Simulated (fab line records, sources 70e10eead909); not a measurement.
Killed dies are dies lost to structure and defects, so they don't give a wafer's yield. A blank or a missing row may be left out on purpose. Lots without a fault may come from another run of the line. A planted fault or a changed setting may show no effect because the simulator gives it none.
Which tool did it? | flow nand_harc | 24 lots, 72 wafers sampled, at 6 steps of a route of 1302

WHAT THE GAUGES READ, wafer by wafer
The record holds no reading of a measuring or inspecting step that can be judged against a usual standard deviation.

WHICH TOOL RAN EACH LOT (tool, then ch and the chambers of the sampled wafers, then the start)
lot  | NHARC_A_STAIRCASE_ETCH_227                    | NHARC_A_STAIRCASE_ETCH_236                    | NHARC_A_STAIRCASE_ETCH_253         | NHARC_A_STAIRCASE_STRIP_274                   | NHARC_A_STAIRCASE_DEP_280       | NHARC_A_STAIRCASE_ETCH_453
L074 | rie_diel-01 ch 1,2,3, day 16 04:46 or earlier | rie_diel-01 ch 1,2, day 16 04:46 or earlier   | rie_diel-01 ch 0,1,3, day 16 04:46 | rie_diel-05 ch 1,2,3, day 17 00:36 or earlier | pecvd-04 ch 0,2, day 17 00:36   | rie_diel-04 ch 2,3, no start
L075 | rie_diel-01 ch 2,3, day 16 05:04 or earlier   | rie_diel-01 ch 1,2,3, day 16 05:04 or earlier | rie_diel-01 ch 1,3, day 16 05:04   | rie_diel-01 ch 0,2,3, day 17 01:28 or earlier | pecvd-04 ch 0,1,2, day 17 01:28 | rie_diel-05 ch 0,1, no start
L076 | rie_diel-04 ch 0,2, day 17 04:16 or earlier   | rie_diel-04 ch 0,1,2, day 17 04:16 or earlier | rie_diel-04 ch 0,2,3, day 17 04:16 | rie_diel-04 ch 1,2,3, day 17 14:32 or earlier | pecvd-01 ch 1,2, day 17 14:32   | rie_diel-01 ch 0,1,2, no start
L077 | rie_diel-04 ch 0,2,3, day 17 06:09 or earlier | rie_diel-04 ch 0,1,2, day 17 06:09 or earlier | rie_diel-04 ch 0,1,2, day 17 06:09 | rie_diel-05 ch 0,1,3, day 17 16:17 or earlier | pecvd-01 ch 0,1,2, day 17 16:17 | rie_diel-01 ch 1,2,3, no start
L078 | rie_diel-01 ch 0,1,3, day 17 12:16 or earlier | rie_diel-01 ch 0,1,2, day 17 12:16 or earlier | rie_diel-04 ch 0,2,3, day 17 12:16 | rie_diel-05 ch 0,2,3, day 17 22:48 or earlier | pecvd-01 ch 0,1,2, day 17 22:48 | rie_diel-04 ch 1,2,3, no start
L081 | rie_diel-04 ch 1,2,3, day 18 18:43 or earlier | rie_diel-05 ch 1,3, day 18 18:43 or earlier   | rie_diel-01 ch 0,1,3, day 18 18:43 | rie_diel-05 ch 0,1,2, day 19 08:49 or earlier | pecvd-01 ch 0,1,2, day 19 08:49 | rie_diel-01 ch 0,2,3, no start
L080 | rie_diel-01 ch 1,2, day 18 19:24 or earlier   | rie_diel-01 ch 0,1, day 18 19:24 or earlier   | rie_diel-01 ch 2,3, day 18 19:24   | rie_diel-04 ch 2,3, day 19 08:46 or earlier   | pecvd-04 ch 0,1,2, day 19 08:46 | rie_diel-05 ch 0,2, no start
L079 | rie_diel-01 ch 0,1,2, day 19 01:13 or earlier | rie_diel-01 ch 0,1,2, day 19 01:13 or earlier | rie_diel-04 ch 1,3, day 19 01:13   | rie_diel-04 ch 0,1,3, day 19 18:30 or earlier | pecvd-01 ch 0,1,2, day 19 18:30 | rie_diel-04 ch 2,3, no start
L082 | rie_diel-01 ch 0,2,3, day 20 04:13 or earlier | rie_diel-01 ch 0,2,3, day 20 04:13 or earlier | rie_diel-04 ch 1,3, day 20 04:13   | rie_diel-04 ch 0,2, day 20 15:58 or earlier   | pecvd-01 ch 0,2, day 20 15:58   | rie_diel-05 ch 0,2, no start
L083 | rie_diel-04 ch 0,3, day 20 04:20 or earlier   | rie_diel-01 ch 0,2,3, day 20 04:20 or earlier | rie_diel-01 ch 0,1,2, day 20 04:20 | rie_diel-01 ch 0,3, day 20 16:11 or earlier   | pecvd-03 ch 0,1, day 20 16:11   | rie_diel-05 ch 0,1,3, no start
L085 | rie_diel-04 ch 2,3, day 20 14:14 or earlier   | rie_diel-04 ch 0,2,3, day 20 14:14 or earlier | rie_diel-01 ch 1,2, day 20 14:14   | rie_diel-05 ch 0,1,2, day 21 01:19 or earlier | pecvd-04 ch 1,2, day 21 01:19   | rie_diel-01 ch 2,3, no start
L084 | rie_diel-05 ch 0,1,3, day 20 14:31 or earlier | rie_diel-05 ch 0,1,3, day 20 14:31 or earlier | rie_diel-05 ch 1,3, day 20 14:31   | rie_diel-04 ch 0,1,2, day 21 01:32 or earlier | pecvd-03 ch 0,1, day 21 01:32   | rie_diel-05 ch 1,3, no start
L086 | rie_diel-05 ch 0,2,3, day 21 00:29 or earlier | rie_diel-01 ch 1,3, day 21 00:29 or earlier   | rie_diel-01 ch 0,1,2, day 21 00:29 | rie_diel-05 ch 1,2, day 21 09:11 or earlier   | pecvd-01 ch 0,1, day 21 09:11   | rie_diel-04 ch 1,2,3, no start
L088 | rie_diel-04 ch 1,2,3, day 21 22:53 or earlier | rie_diel-05 ch 0,1,3, day 21 22:53 or earlier | rie_diel-05 ch 0,1,2, day 21 22:53 | rie_diel-01 ch 0,2, day 22 13:11 or earlier   | pecvd-03 ch 0,1, day 22 13:11   | rie_diel-01 ch 0,1, no start
L087 | rie_diel-01 ch 0,2,3, day 22 00:30 or earlier | rie_diel-04 ch 0,3, day 22 00:30 or earlier   | rie_diel-01 ch 0,1,2, day 22 00:30 | rie_diel-05 ch 1,2, day 22 14:44 or earlier   | pecvd-03 ch 0,1, day 22 14:44   | rie_diel-05 ch 0,2,3, no start
L089 | rie_diel-01 ch 0,1,2, day 22 01:25 or earlier | rie_diel-01 ch 0,1, day 22 01:25 or earlier   | rie_diel-05 ch 0,1, day 22 01:25   | rie_diel-05 ch 0,1,3, day 22 19:32 or earlier | pecvd-01 ch 0,2, day 22 19:32   | rie_diel-05 ch 0,1, no start
L090 | rie_diel-01 ch 2,3, day 22 17:13 or earlier   | rie_diel-01 ch 0,1,2, day 22 17:13 or earlier | rie_diel-01 ch 0,1,2, day 22 17:13 | rie_diel-04 ch 1,2,3, day 23 06:38 or earlier | pecvd-01 ch 0,1,2, day 23 06:38 | rie_diel-01 ch 0,2,3, no start
L091 | rie_diel-04 ch 0,1, day 23 06:05 or earlier   | rie_diel-04 ch 1,3, day 23 06:05 or earlier   | rie_diel-05 ch 0,1,3, day 23 06:05 | rie_diel-05 ch 1,3, day 23 21:04 or earlier   | pecvd-01 ch 1,2, day 23 21:04   | rie_diel-05 ch 2,3, no start
L093 | rie_diel-04 ch 0,1, day 23 23:00 or earlier   | rie_diel-05 ch 1,2,3, day 23 23:00 or earlier | rie_diel-04 ch 1,2, day 23 23:00   | rie_diel-04 ch 0,1,3, day 24 11:39 or earlier | pecvd-03 ch 1,2, day 24 11:39   | rie_diel-01 ch 0,1, no start
L092 | rie_diel-04 ch 1,3, day 24 03:40 or earlier   | rie_diel-04 ch 0,1,3, day 24 03:40 or earlier | rie_diel-04 ch 0,2, day 24 03:40   | rie_diel-05 ch 0,3, day 24 16:01 or earlier   | pecvd-03 ch 1,2, day 24 16:01   | rie_diel-01 ch 0,2,3, no start
L094 | rie_diel-05 ch 0,2,3, day 24 11:40 or earlier | rie_diel-05 ch 1,2, day 24 11:40 or earlier   | rie_diel-04 ch 0,1,2, day 24 11:40 | rie_diel-05 ch 2,3, day 24 22:26 or earlier   | pecvd-04 ch 0,1, day 24 22:26   | rie_diel-01 ch 1,2,3, no start
L095 | rie_diel-01 ch 0,1, day 25 10:32 or earlier   | rie_diel-04 ch 1,2, day 25 10:32 or earlier   | rie_diel-04 ch 0,3, day 25 10:32   | rie_diel-01 ch 1,2, day 26 00:12 or earlier   | pecvd-03 ch 0,1, day 26 00:12   | rie_diel-04 ch 1,2,3, no start
L096 | rie_diel-04 ch 0,1,2, day 25 13:45 or earlier | rie_diel-04 ch 0,1, day 25 13:45 or earlier   | rie_diel-04 ch 2,3, day 25 13:45   | rie_diel-04 ch 0,1, day 26 02:47 or earlier   | pecvd-03 ch 0,1,2, day 26 02:47 | rie_diel-05 ch 0,1,3, no start
L097 | rie_diel-05 ch 0,1,3, day 26 00:01 or earlier | rie_diel-05 ch 0,2,3, day 26 00:01 or earlier | rie_diel-04 ch 1,2,3, day 26 00:01 | rie_diel-01 ch 0,2,3, day 26 13:15 or earlier | pecvd-03 ch 1,2, day 26 13:15   | rie_diel-04 ch 0,1,3, no start
- NHARC_A_STAIRCASE_ETCH_227: etches the open film in C4F8/O2, target depth 100 nm, time 40.5 s.
- NHARC_A_STAIRCASE_ETCH_236: etches the open film in C4F8/O2, target depth 100 nm, time 40.5 s.
- NHARC_A_STAIRCASE_ETCH_253: etches the open film in C4F8/O2, target depth 50 nm, time 20.2 s.
- NHARC_A_STAIRCASE_STRIP_274: strips in O2.
- NHARC_A_STAIRCASE_DEP_280: deposits SiON, target thk 30 nm.
- NHARC_A_STAIRCASE_ETCH_453: etches the open film in CF4/O2, target depth 30 nm, overetch 3 nm, time 16.5 s.

WHAT THE TOOLS THEMSELVES READ (means of the sampled wafers that have a number; where no wafer has one, the mark that the record gives instead)
NHARC_A_STAIRCASE_ETCH_227. Usual: oes_product_au 0.942 a.u., standard deviation 0.013; rf_vpp_V 895 V, standard deviation 4.9.
lot  | tool        | oes_product_au (a.u.) | rf_vpp_V (V) | flag
L074 | rie_diel-01 | 0.933                 | 894          |
L075 | rie_diel-01 | 0.943                 | 895          |
L076 | rie_diel-04 | 0.942                 | 897          |
L077 | rie_diel-04 | 0.929                 | 899          |
L078 | rie_diel-01 | 0.951                 | 893          |
L081 | rie_diel-04 | 0.938                 | 899          |
L080 | rie_diel-01 | 0.943                 | 894          |
L079 | rie_diel-01 | 0.952                 | 892          |
L082 | rie_diel-01 | 0.956                 | 893          |
L083 | rie_diel-04 | 0.918                 | 901          |
L085 | rie_diel-04 | 0.941                 | 900          |
L084 | rie_diel-05 | 0.948                 | 894          |
L086 | rie_diel-05 | 0.945                 | 892          |
L088 | rie_diel-04 | 0.945                 | 899          |
L087 | rie_diel-01 | 0.942                 | 892          |
L089 | rie_diel-01 | 0.947                 | 892          |
L090 | rie_diel-01 | 0.949                 | 893          |
L091 | rie_diel-04 | 0.920                 | 893          |
L093 | rie_diel-04 | 0.958                 | 892          |
L092 | rie_diel-04 | 0.943                 | 900          |
L094 | rie_diel-05 | 0.942                 | 891          |
L095 | rie_diel-01 | 0.939                 | 890          |
L096 | rie_diel-04 | 0.944                 | 893          |
L097 | rie_diel-05 | 0.933                 | 895          |

NHARC_A_STAIRCASE_ETCH_236. Usual: oes_product_au 0.942 a.u., standard deviation 0.012; rf_vpp_V 894 V, standard deviation 4.9.
lot  | tool        | oes_product_au (a.u.) | rf_vpp_V (V) | flag
L074 | rie_diel-01 | 0.932                 | 896          |
L075 | rie_diel-01 | 0.946                 | 896          |
L076 | rie_diel-04 | 0.949                 | 896          |
L077 | rie_diel-04 | 0.944                 | 895          |
L078 | rie_diel-01 | 0.944                 | 893          |
L081 | rie_diel-05 | 0.935                 | 899          |
L080 | rie_diel-01 | 0.942                 | 892          |
L079 | rie_diel-01 | 0.942                 | 891          |
L082 | rie_diel-01 | 0.936                 | 892          |
L083 | rie_diel-01 | 0.948                 | 893          |
L085 | rie_diel-04 | 0.932                 | 900          |
L084 | rie_diel-05 | 0.939                 | 895          |
L086 | rie_diel-01 | 0.961                 | 894          |
L088 | rie_diel-05 | 0.926                 | 894          |
L087 | rie_diel-04 | 0.927                 | 896          |
L089 | rie_diel-01 | 0.953                 | 890          |
L090 | rie_diel-01 | 0.945                 | 893          |
L091 | rie_diel-04 | 0.936                 | 897          |
L093 | rie_diel-05 | 0.948                 | 894          |
L092 | rie_diel-04 | 0.943                 | 896          |
L094 | rie_diel-05 | 0.940                 | 890          |
L095 | rie_diel-04 | 0.954                 | 896          |
L096 | rie_diel-04 | 0.934                 | 893          |
L097 | rie_diel-05 | 0.939                 | 897          |

NHARC_A_STAIRCASE_ETCH_253. Usual: oes_product_au 0.956 a.u., standard deviation 0.02; rf_vpp_V 895 V, standard deviation 5.
lot  | tool        | oes_product_au (a.u.) | rf_vpp_V (V) | flag
L074 | rie_diel-01 | 0.960                 | 893          |
L075 | rie_diel-01 | 0.959                 | 894          |
L076 | rie_diel-04 | 0.953                 | 901          |
L077 | rie_diel-04 | 0.926                 | 895          |
L078 | rie_diel-04 | 0.919                 | 899          |
L081 | rie_diel-01 | 0.968                 | 892          |
L080 | rie_diel-01 | 0.963                 | 894          |
L079 | rie_diel-04 | 0.957                 | 897          |
L082 | rie_diel-04 | 0.925                 | 901          |
L083 | rie_diel-01 | 0.976                 | 893          |
L085 | rie_diel-01 | 0.984                 | 894          |
L084 | rie_diel-05 | 0.946                 | 900          |
L086 | rie_diel-01 | 0.955                 | 892          |
L088 | rie_diel-05 | 0.950                 | 892          |
L087 | rie_diel-01 | 0.972                 | 892          |
L089 | rie_diel-05 | 0.975                 | 891          |
L090 | rie_diel-01 | 0.951                 | 892          |
L091 | rie_diel-05 | 0.972                 | 895          |
L093 | rie_diel-04 | 0.972                 | 894          |
L092 | rie_diel-04 | 0.951                 | 893          |
L094 | rie_diel-04 | 0.972                 | 893          |
L095 | rie_diel-04 | 0.925                 | 901          |
L096 | rie_diel-04 | 0.978                 | 900          |
L097 | rie_diel-04 | 0.927                 | 899          |

NHARC_A_STAIRCASE_STRIP_274. Usual: drypump_motor_current_A 5.7 A, standard deviation 0.53; oes_product_au 0.998 a.u., standard deviation 0.012; rf_vpp_V 57.6 V, standard deviation 0.89; showerhead_plenum_p_Torr 3.49 Torr, standard deviation 0.14; throttle_valve_pct 17.037 %, standard deviation 0.008.
lot  | tool        | drypump_motor_current_A (A) | oes_product_au (a.u.) | rf_vpp_V (V) | showerhead_plenum_p_Torr (Torr) | throttle_valve_pct (%) | flag
L074 | rie_diel-05 | 5.3                         | 1.005                 | 58.5         | 3.51                            | 17.033                 |
L075 | rie_diel-01 | 6.4                         | 0.996                 | 57.9         | 3.43                            | 17.033                 |
L076 | rie_diel-04 | 5.8                         | 1.002                 | 57.7         | 3.61                            | 17.034                 |
L077 | rie_diel-05 | 5.4                         | 1.001                 | 57.6         | 3.53                            | 17.036                 |
L078 | rie_diel-05 | 5.6                         | 1.001                 | 57.9         | 3.42                            | 17.043                 |
L081 | rie_diel-05 | 5.5                         | 0.996                 | 57.4         | 3.41                            | 17.042                 |
L080 | rie_diel-04 | 6.2                         | 0.978                 | 58.5         | 3.73                            | 17.046                 |
L079 | rie_diel-04 | 5.9                         | 0.993                 | 57.3         | 3.56                            | 17.037                 |
L082 | rie_diel-04 | 5.4                         | 0.981                 | 58.1         | 3.49                            | 17.033                 |
L083 | rie_diel-01 | 6.5                         | 1.008                 | 58.3         | 3.43                            | 17.035                 |
L085 | rie_diel-05 | 5.5                         | 0.999                 | 56.9         | 3.41                            | 17.036                 |
L084 | rie_diel-04 | 5.5                         | 0.999                 | 57.6         | 3.48                            | 17.038                 |
L086 | rie_diel-05 | 5.4                         | 0.991                 | 57.6         | 3.39                            | 17.041                 |
L088 | rie_diel-01 | 6.3                         | 1.004                 | 57.1         | 3.41                            | 17.037                 |
L087 | rie_diel-05 | 5.4                         | 0.998                 | 57.3         | 3.38                            | 17.042                 |
L089 | rie_diel-05 | 5.4                         | 0.993                 | 58.0         | 3.51                            | 17.044                 |
L090 | rie_diel-04 | 5.8                         | 1.001                 | 57.9         | 3.59                            | 17.032                 |
L091 | rie_diel-05 | 5.0                         | 0.991                 | 57.2         | 3.58                            | 17.043                 |
L093 | rie_diel-04 | 5.9                         | 1.008                 | 57.2         | 3.54                            | 17.032                 |
L092 | rie_diel-05 | 5.7                         | 0.995                 | 58.4         | 3.41                            | 17.033                 |
L094 | rie_diel-05 | 5.6                         | 0.996                 | 56.5         | 3.37                            | 17.045                 |
L095 | rie_diel-01 | 6.1                         | 0.988                 | 57.6         | 3.47                            | 17.035                 |
L096 | rie_diel-04 | 5.6                         | 1.004                 | 57.6         | 3.42                            | 17.033                 |
L097 | rie_diel-01 | 6.4                         | 0.995                 | 57.3         | 3.40                            | 17.040                 |

NHARC_A_STAIRCASE_DEP_280. Usual: heater_power_outer_w 450 W, standard deviation 82; heater_power_w 714 W, standard deviation 89.
lot  | tool     | heater_power_outer_w (W) | heater_power_w (W) | flag
L074 | pecvd-04 | 548                      | 754                |
L075 | pecvd-04 | 568                      | 835                |
L076 | pecvd-01 | 435                      | 704                |
L077 | pecvd-01 | 467                      | 746                |
L078 | pecvd-01 | 489                      | 764                |
L081 | pecvd-01 | 481                      | 749                |
L080 | pecvd-04 | 542                      | 811                |
L079 | pecvd-01 | 478                      | 756                |
L082 | pecvd-01 | 499                      | 780                |
L083 | pecvd-03 | 382                      | 624                |
L085 | pecvd-04 | 557                      | 845                |
L084 | pecvd-03 | 410                      | 644                |
L086 | pecvd-01 | 452                      | 710                |
L088 | pecvd-03 | 378                      | 620                |
L087 | pecvd-03 | 411                      | 651                |
L089 | pecvd-01 | 483                      | 787                |
L090 | pecvd-01 | 453                      | 719                |
L091 | pecvd-01 | 435                      | 712                |
L093 | pecvd-03 | 361                      | 636                |
L092 | pecvd-03 | 399                      | 660                |
L094 | pecvd-04 | 516                      | 828                |
L095 | pecvd-03 | 386                      | 607                |
L096 | pecvd-03 | 366                      | 606                |
L097 | pecvd-03 | 381                      | 635                |

NHARC_A_STAIRCASE_ETCH_453. Usual: drypump_motor_current_A 5.9 A, standard deviation 0.55; oes_product_au 1.000 a.u., standard deviation 0.011; rf_vpp_V 197.5 V, standard deviation 1.5; showerhead_plenum_p_Torr 1.32 Torr, standard deviation 0.054; throttle_valve_pct 13.397 %, standard deviation 0.0098.
lot  | tool        | drypump_motor_current_A (A) | oes_product_au (a.u.) | rf_vpp_V (V) | showerhead_plenum_p_Torr (Torr) | throttle_valve_pct (%) | flag
L074 | rie_diel-04 | 6.1                         | 0.998                 | 198.8        | 1.41                            | 13.391                 |
L075 | rie_diel-05 | 5.3                         | 0.998                 | 198.3        | 1.34                            | 13.392                 |
L076 | rie_diel-01 | 6.3                         | 1.003                 | 196.3        | 1.30                            | 13.399                 |
L077 | rie_diel-01 | 6.2                         | 1.004                 | 197.8        | 1.32                            | 13.395                 |
L078 | rie_diel-04 | 5.8                         | 0.999                 | 199.3        | 1.37                            | 13.406                 |
L081 | rie_diel-01 | 6.4                         | 1.007                 | 197.4        | 1.29                            | 13.403                 |
L080 | rie_diel-05 | 5.8                         | 1.002                 | 195.9        | 1.25                            | 13.395                 |
L079 | rie_diel-04 | 6.1                         | 0.989                 | 199.1        | 1.41                            | 13.393                 |
L082 | rie_diel-05 | 5.8                         | 1.008                 | 196.0        | 1.25                            | 13.397                 |
L083 | rie_diel-05 | 5.4                         | 0.997                 | 197.6        | 1.33                            | 13.391                 |
L085 | rie_diel-01 | 6.3                         | 1.009                 | 197.6        | 1.31                            | 13.397                 |
L084 | rie_diel-05 | 5.0                         | 0.991                 | 198.1        | 1.36                            | 13.398                 |
L086 | rie_diel-04 | 5.8                         | 1.002                 | 198.9        | 1.36                            | 13.392                 |
L088 | rie_diel-01 | 6.3                         | 1.008                 | 197.5        | 1.30                            | 13.403                 |
L087 | rie_diel-05 | 5.6                         | 0.988                 | 196.8        | 1.28                            | 13.397                 |
L089 | rie_diel-05 | 5.6                         | 1.005                 | 197.4        | 1.29                            | 13.396                 |
L090 | rie_diel-01 | 6.4                         | 1.003                 | 196.7        | 1.29                            | 13.398                 |
L091 | rie_diel-05 | 5.4                         | 0.999                 | 197.1        | 1.32                            | 13.396                 |
L093 | rie_diel-01 | 6.3                         | 1.002                 | 197.1        | 1.30                            | 13.399                 |
L092 | rie_diel-01 | 6.4                         | 1.000                 | 196.8        | 1.29                            | 13.392                 |
L094 | rie_diel-01 | 6.2                         | 0.995                 | 197.0        | 1.31                            | 13.391                 |
L095 | rie_diel-04 | 5.8                         | 1.008                 | 197.6        | 1.35                            | 13.402                 |
L096 | rie_diel-05 | 5.4                         | 0.987                 | 197.5        | 1.32                            | 13.394                 |
L097 | rie_diel-04 | 5.9                         | 0.995                 | 197.5        | 1.34                            | 13.393                 |

THE ANSWER, worked out from the rows above alone
Rule: a lot is off if the mean of its wafers that have a number lies more than 3 standard deviations from the usual mean. A lot without any number at a reading at which 4 lots or more have one is off too. The other lots that the step has rows for count as sound. The gauges are gone through in route order, then the tools' own readings, and for those a lot's mean is taken as printed above. The first step at which some lot is off is used, and at that step the reading that is off furthest; a lot without a number counts as furthest.
No lot is off at any reading shown: from this, nothing can be told.

WHAT THE SIMULATOR HAD PUT IN
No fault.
